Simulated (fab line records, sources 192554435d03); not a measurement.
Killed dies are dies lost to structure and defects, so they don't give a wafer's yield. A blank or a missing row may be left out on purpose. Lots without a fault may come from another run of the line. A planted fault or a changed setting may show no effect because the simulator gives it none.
Which tool did it? | flow n5_finfet | 24 lots, 72 wafers sampled, at 6 steps of a route of 1938

WHAT THE GAUGES READ, wafer by wafer
N5_BEOL_M1_OVL_MEAS_29. Usual: V0_OVL 0.0 nm, standard deviation 0.63.
lot  | measured     | on         | V0_OVL (nm)    | flag
L074 | day 6 05:29  | overlay-02 | 0.5 -0.2 0.8   |
L075 | day 6 10:13  | overlay-01 | 0.5 0.2 0.3    |
L076 | day 6 16:29  | overlay-02 | 1.0 1.0 0.9    |
L077 | day 6 21:35  | overlay-01 | -0.2 -0.8 -0.4 |
L078 | day 7 02:53  | overlay-02 | 0.3 0.4 -0.7   |
L079 | day 7 06:10  | overlay-01 | 0.0 -0.5 -0.1  |
L080 | day 7 13:05  | overlay-01 | 0.8 -0.1 1.1   |
L081 | day 8 03:54  | overlay-02 | -0.2 0.9 0.3   |
L082 | day 8 03:58  | overlay-01 | 0.8 0.4 0.4    |
L083 | day 8 05:10  | overlay-01 | 0.5 0.5 1.0    |
L084 | day 8 15:32  | overlay-01 | -0.2 -0.4 0.0  |
L085 | day 9 04:20  | overlay-02 | -0.2 -0.3 0.1  |
L086 | day 9 05:23  | overlay-01 | -0.5 -2.1 -0.8 |
L087 | day 9 07:02  | overlay-02 | 0.5 1.2 0.1    |
L089 | day 9 19:31  | overlay-02 | 0.2 0.2 -0.2   |
L088 | day 9 23:25  | overlay-02 | -1.2 -0.2 -1.2 |
L090 | day 10 03:46 | overlay-01 | -0.4 -0.6 0.1  |
L091 | day 10 08:49 | overlay-02 | -0.7 -0.8 -1.0 |
L092 | day 10 17:18 | overlay-02 | -1.0 -1.8 -0.9 |
L093 | day 10 20:26 | overlay-01 | 0.3 -0.1 0.2   |
L094 | day 11 02:52 | overlay-02 | -0.5 -0.4 -0.4 |
L095 | day 11 22:23 | overlay-02 | -0.9 -0.4 0.2  |
L097 | day 11 22:59 | overlay-02 | 0.4 0.3 0.0    |
L096 | day 11 23:15 | overlay-02 | -0.2 0.1 0.2   |

N5_BEOL_M1_OCD_MEAS_38. Usual: trench_depth_nm 54.8 nm, standard deviation 0.9.
lot  | measured     | on     | trench_depth_nm (nm) | flag
L074 | day 6 10:21  | ocd-01 | 55.7 57.2 54.8       |
L075 | day 6 20:24  | ocd-01 | 55.6 56.2 55.0       |
L076 | day 6 20:35  | ocd-01 | 53.5 54.5 53.6       |
L077 | day 7 01:19  | ocd-01 | 54.7 56.0 54.7       |
L078 | day 7 04:34  | ocd-01 | 54.4 56.1 55.2       |
L079 | day 7 07:43  | ocd-01 | 54.4 54.9 54.5       |
L080 | day 7 17:02  | ocd-01 | 55.3 55.7 54.3       |
L081 | day 8 04:45  | ocd-02 | 54.4 53.3 54.3       |
L082 | day 8 05:13  | ocd-01 | 55.2 54.3 54.5       |
L083 | day 8 11:16  | ocd-02 | 54.2 53.9 54.2       |
L084 | day 8 16:53  | ocd-01 | 53.4 54.5 55.8       |
L085 | day 9 05:49  | ocd-01 | 55.4 56.3 54.7       |
L086 | day 9 06:29  | ocd-02 | 54.2 54.6 53.8       |
L087 | day 9 14:48  | ocd-02 | 54.0 55.1 55.0       |
L089 | day 9 20:34  | ocd-02 | 54.0 55.4 53.4       |
L088 | day 10 04:26 | ocd-02 | 54.5 53.9 54.3       |
L090 | day 10 07:26 | ocd-01 | 56.0 56.0 54.4       |
L091 | day 10 12:29 | ocd-01 | 54.1 55.0 54.0       |
L092 | day 10 18:34 | ocd-02 | 54.0 54.5 54.4       |
L093 | day 11 01:44 | ocd-01 | 53.9 54.0 54.6       |
L094 | day 11 20:46 | ocd-02 | 55.4 55.6 55.6       |
L095 | day 12 02:58 | ocd-01 | 55.8 55.8 53.5       |
L097 | day 12 03:11 | ocd-02 | 56.6 53.9 55.7       |
L096 | day 12 07:38 | ocd-02 | 55.0 53.2 56.2       |

N5_BEOL_M1_INSPECT_59: inspects for defects (darkfield). Usual: raw_defect_count 66, standard deviation 24.
lot  | measured     | on                | raw_defect_count | flag
L074 | day 6 14:32  | defect_inspect-01 | 26 51 42         |
L075 | day 7 00:32  | defect_inspect-01 | 81 60 87         |
L076 | day 7 02:32  | defect_inspect-02 | 80 80 59         |
L077 | day 7 05:11  | defect_inspect-02 | 66 50 36         |
L078 | day 7 09:22  | defect_inspect-02 | 56 47 64         |
L079 | day 7 12:00  | defect_inspect-01 | 146 92 113       |
L080 | day 7 22:00  | defect_inspect-02 | 43 85 102        |
L081 | day 8 09:08  | defect_inspect-02 | 91 58 60         |
L082 | day 8 11:13  | defect_inspect-02 | 33 44 47         |
L083 | day 8 15:38  | defect_inspect-01 | 64 60 79         |
L084 | day 8 20:47  | defect_inspect-02 | 53 72 71         |
L085 | day 9 09:57  | defect_inspect-02 | 61 51 69         |
L086 | day 9 12:25  | defect_inspect-02 | 44 84 41         |
L087 | day 9 18:55  | defect_inspect-01 | 79 68 49         |
L089 | day 10 00:40 | defect_inspect-02 | 48 105 108       |
L088 | day 10 08:19 | defect_inspect-01 | 49 61 50         |
L090 | day 10 11:11 | defect_inspect-01 | 69 68 78         |
L091 | day 10 17:20 | defect_inspect-02 | 76 71 78         |
L092 | day 10 22:29 | defect_inspect-02 | 57 57 63         |
L093 | day 11 05:54 | defect_inspect-02 | 46 36 35         |
L094 | day 12 00:49 | defect_inspect-02 | 65 85 61         |
L095 | day 12 08:22 | defect_inspect-02 | 89 83 88         |
L097 | day 12 08:21 | defect_inspect-02 | 50 49 58         |
L096 | day 12 11:28 | defect_inspect-02 | 68 59 60         |

WHICH TOOL RAN EACH LOT (tool, then ch and the chambers of the sampled wafers, then the start)
lot  | N5_BEOL_M1_ETCH_70                 | N5_BEOL_M1_ANNEAL_87         | N5_BEOL_M1_ANNEAL_93
L074 | rie_diel-02 ch 0,1,2, day 6 09:59  | pvd_sputter-01, day 6 12:26  | pvd_sputter-01, day 6 13:06
L075 | rie_diel-02 ch 1,2,3, day 6 20:02  | pvd_sputter-03, day 6 22:27  | pvd_sputter-03, day 6 23:07
L076 | rie_diel-01 ch 0,2,3, day 6 20:14  | pvd_sputter-03, day 7 00:17  | pvd_sputter-03, day 7 00:57
L077 | rie_diel-06 ch 0,1,2, day 7 00:58  | pvd_sputter-01, day 7 03:04  | pvd_sputter-01, day 7 03:44
L078 | rie_diel-06 ch 0,1,2, day 7 04:13  | pvd_sputter-03, day 7 07:15  | pvd_sputter-03, day 7 07:55
L079 | rie_diel-01 ch 2,3, day 7 07:22    | pvd_sputter-01, day 7 09:51  | pvd_sputter-01, day 7 10:31
L080 | rie_diel-06 ch 0,3, day 7 16:40    | pvd_sputter-02, day 7 19:38  | pvd_sputter-02, day 7 20:17
L081 | rie_diel-01 ch 0,2,3, day 8 04:23  | pvd_sputter-02, day 8 07:00  | pvd_sputter-02, day 8 07:40
L082 | rie_diel-01 ch 0,2, day 8 04:52    | pvd_sputter-01, day 8 09:08  | pvd_sputter-01, day 8 09:47
L083 | rie_diel-01 ch 0,3, day 8 10:54    | pvd_sputter-01, day 8 13:33  | pvd_sputter-01, day 8 14:13
L084 | rie_diel-01 ch 0,1,2, day 8 16:32  | pvd_sputter-02, day 8 18:42  | pvd_sputter-02, day 8 19:22
L085 | rie_diel-02 ch 0,1,2, day 9 05:28  | pvd_sputter-02, day 9 07:50  | pvd_sputter-02, day 9 08:29
L086 | rie_diel-02 ch 0,1,2, day 9 06:07  | pvd_sputter-01, day 9 10:18  | pvd_sputter-01, day 9 10:58
L087 | rie_diel-06 ch 0,1,2, day 9 14:27  | pvd_sputter-01, day 9 16:35  | pvd_sputter-01, day 9 17:14
L089 | rie_diel-02 ch 0,1,3, day 9 20:12  | pvd_sputter-03, day 9 22:34  | pvd_sputter-03, day 9 23:13
L088 | rie_diel-01 ch 0,3, day 10 04:05   | pvd_sputter-03, day 10 06:09 | pvd_sputter-03, day 10 06:49
L090 | rie_diel-06 ch 0,2,3, day 10 07:05 | pvd_sputter-02, day 10 09:05 | pvd_sputter-02, day 10 09:44
L091 | rie_diel-01 ch 0,2, day 10 12:08   | pvd_sputter-03, day 10 14:31 | pvd_sputter-03, day 10 15:11
L092 | rie_diel-01 ch 0,3, day 10 18:13   | pvd_sputter-01, day 10 20:23 | pvd_sputter-01, day 10 21:03
L093 | rie_diel-01 ch 0,2, day 11 01:23   | pvd_sputter-02, day 11 03:47 | pvd_sputter-02, day 11 04:27
L094 | rie_diel-06 ch 2,3, day 11 20:25   | pvd_sputter-01, day 11 22:43 | pvd_sputter-01, day 11 23:22
L095 | rie_diel-01 ch 1,2,3, day 12 02:36 | pvd_sputter-02, day 12 06:15 | pvd_sputter-02, day 12 06:55
L097 | rie_diel-02 ch 0,1,3, day 12 02:50 | pvd_sputter-01, day 12 06:15 | pvd_sputter-01, day 12 06:55
L096 | rie_diel-01 ch 0,1,3, day 12 07:16 | pvd_sputter-02, day 12 09:17 | pvd_sputter-02, day 12 09:57
- N5_BEOL_M1_ETCH_70: etches SOC in N2/H2, target depth 80 nm, overetch 16 nm, time 120 s.
- N5_BEOL_M1_ANNEAL_87: time 240 s.
- N5_BEOL_M1_ANNEAL_93: time 240 s.

WHAT THE TOOLS THEMSELVES READ (means of the sampled wafers that have a number; where no wafer has one, the mark that the record gives instead)
N5_BEOL_M1_ETCH_70. Usual: drypump_motor_current_A 5.50 A, standard deviation 0.25; h2_flow_sccm 200.0 sccm, standard deviation 0.51; oes_product_au 0.60 a.u., standard deviation 0.066; rf_vpp_V 524.2 V, standard deviation 2.3; showerhead_plenum_p_Torr 2.55 Torr, standard deviation 0.075; temp_c 39.99 C, standard deviation 0.12; throttle_valve_pct 17.81 %, standard deviation 0.27.
lot  | tool        | drypump_motor_current_A (A) | h2_flow_sccm (sccm) | oes_product_au (a.u.) | rf_vpp_V (V) | showerhead_plenum_p_Torr (Torr) | temp_c (C) | throttle_valve_pct (%) | flag
L074 | rie_diel-02 | 5.54                        | 199.8               | 0.61                  | 524.7        | 2.56                            | 39.86      | 17.67                  |
L075 | rie_diel-02 | 5.60                        | 200.0               | 0.63                  | 522.5        | 2.50                            | 40.07      | 17.60                  |
L076 | rie_diel-01 | 5.44                        | 200.1               | 0.59                  | 524.0        | 2.54                            | 39.96      | 17.94                  |
L077 | rie_diel-06 | 5.50                        | 199.6               | 0.55                  | 524.4        | 2.56                            | 40.01      | 17.92                  |
L078 | rie_diel-06 | 5.49                        | 200.0               | 0.55                  | 524.3        | 2.56                            | 40.10      | 17.92                  |
L079 | rie_diel-01 | 5.36                        | 200.1               | 0.62                  | 525.2        | 2.59                            | 40.05      | 17.93                  |
L080 | rie_diel-06 | 5.84                        | 200.3               | 0.58                  | 525.2        | 2.57                            | 39.88      | 17.80                  |
L081 | rie_diel-01 | 5.44                        | 199.8               | 0.59                  | 525.1        | 2.53                            | 39.89      | 17.96                  |
L082 | rie_diel-01 | 5.63                        | 199.5               | 0.55                  | 524.0        | 2.54                            | 40.02      | 18.09                  |
L083 | rie_diel-01 | 5.25                        | 200.1               | 0.63                  | 522.8        | 2.52                            | 39.95      | 17.83                  |
L084 | rie_diel-01 | 5.56                        | 199.6               | 0.62                  | 522.8        | 2.55                            | 40.06      | 17.78                  |
L085 | rie_diel-02 | 5.54                        | 200.1               | 0.60                  | 524.1        | 2.56                            | 39.95      | 17.70                  |
L086 | rie_diel-02 | 5.56                        | 199.6               | 0.60                  | 524.0        | 2.55                            | 40.00      | 17.71                  |
L087 | rie_diel-06 | 5.50                        | 199.8               | 0.53                  | 524.1        | 2.56                            | 40.02      | 17.95                  |
L089 | rie_diel-02 | 5.37                        | 200.3               | 0.58                  | 522.6        | 2.50                            | 39.94      | 17.89                  |
L088 | rie_diel-01 | 5.24                        | 199.4               | 0.62                  | 523.7        | 2.52                            | 39.98      | 17.86                  |
L090 | rie_diel-06 | 5.70                        | 200.0               | 0.57                  | 525.6        | 2.61                            | 39.97      | 17.75                  |
L091 | rie_diel-01 | 5.65                        | 199.5               | 0.54                  | 524.0        | 2.54                            | 39.89      | 18.10                  |
L092 | rie_diel-01 | 5.33                        | 200.0               | 0.60                  | 522.2        | 2.48                            | 39.95      | 17.88                  |
L093 | rie_diel-01 | 5.54                        | 200.0               | 0.56                  | 522.2        | 2.49                            | 40.06      | 18.01                  |
L094 | rie_diel-06 | 5.61                        | 200.1               | 0.58                  | 525.7        | 2.65                            | 40.06      | 17.69                  |
L095 | rie_diel-01 | 5.47                        | 200.3               | 0.69                  | 525.7        | 2.58                            | 40.03      | 17.67                  |
L097 | rie_diel-02 | 5.37                        | 199.6               | 0.64                  | 523.1        | 2.50                            | 40.12      | 17.76                  |
L096 | rie_diel-01 | 5.36                        | 200.0               | 0.64                  | 523.3        | 2.53                            | 40.06      | 17.70                  |

N5_BEOL_M1_ANNEAL_87. Usual: heater_power_w 828 W, standard deviation 62.
lot  | tool           | heater_power_w (W) | flag
L074 | pvd_sputter-01 | 847                |
L075 | pvd_sputter-03 | 872                |
L076 | pvd_sputter-03 | 873                |
L077 | pvd_sputter-01 | 828                |
L078 | pvd_sputter-03 | 948                |
L079 | pvd_sputter-01 | 837                |
L080 | pvd_sputter-02 | 761                |
L081 | pvd_sputter-02 | 811                |
L082 | pvd_sputter-01 | 798                |
L083 | pvd_sputter-01 | 819                |
L084 | pvd_sputter-02 | 769                |
L085 | pvd_sputter-02 | 762                |
L086 | pvd_sputter-01 | 828                |
L087 | pvd_sputter-01 | 860                |
L089 | pvd_sputter-03 | 849                |
L088 | pvd_sputter-03 | 936                |
L090 | pvd_sputter-02 | 798                |
L091 | pvd_sputter-03 | 907                |
L092 | pvd_sputter-01 | 799                |
L093 | pvd_sputter-02 | 793                |
L094 | pvd_sputter-01 | 876                |
L095 | pvd_sputter-02 | 802                |
L097 | pvd_sputter-01 | 816                |
L096 | pvd_sputter-02 | 810                |

N5_BEOL_M1_ANNEAL_93. Usual: heater_power_w 827 W, standard deviation 63.
lot  | tool           | heater_power_w (W) | flag
L074 | pvd_sputter-01 | 861                |
L075 | pvd_sputter-03 | 865                |
L076 | pvd_sputter-03 | 884                |
L077 | pvd_sputter-01 | 841                |
L078 | pvd_sputter-03 | 942                |
L079 | pvd_sputter-01 | 839                |
L080 | pvd_sputter-02 | 761                |
L081 | pvd_sputter-02 | 803                |
L082 | pvd_sputter-01 | 799                |
L083 | pvd_sputter-01 | 801                |
L084 | pvd_sputter-02 | 760                |
L085 | pvd_sputter-02 | 767                |
L086 | pvd_sputter-01 | 830                |
L087 | pvd_sputter-01 | 854                |
L089 | pvd_sputter-03 | 861                |
L088 | pvd_sputter-03 | 939                |
L090 | pvd_sputter-02 | 795                |
L091 | pvd_sputter-03 | 889                |
L092 | pvd_sputter-01 | 800                |
L093 | pvd_sputter-02 | 810                |
L094 | pvd_sputter-01 | 864                |
L095 | pvd_sputter-02 | 799                |
L097 | pvd_sputter-01 | 819                |
L096 | pvd_sputter-02 | 805                |

THE ANSWER, worked out from the rows above alone
Rule: a lot is off if the mean of its wafers that have a number lies more than 3 standard deviations from the usual mean. A lot without any number at a reading at which 4 lots or more have one is off too. The other lots that the step has rows for count as sound. The gauges are gone through in route order, then the tools' own readings, and for those a lot's mean is taken as printed above. The first step at which some lot is off is used, and at that step the reading that is off furthest; a lot without a number counts as furthest.
No lot is off at any reading shown: from this, nothing can be told.

WHAT THE SIMULATOR HAD PUT IN
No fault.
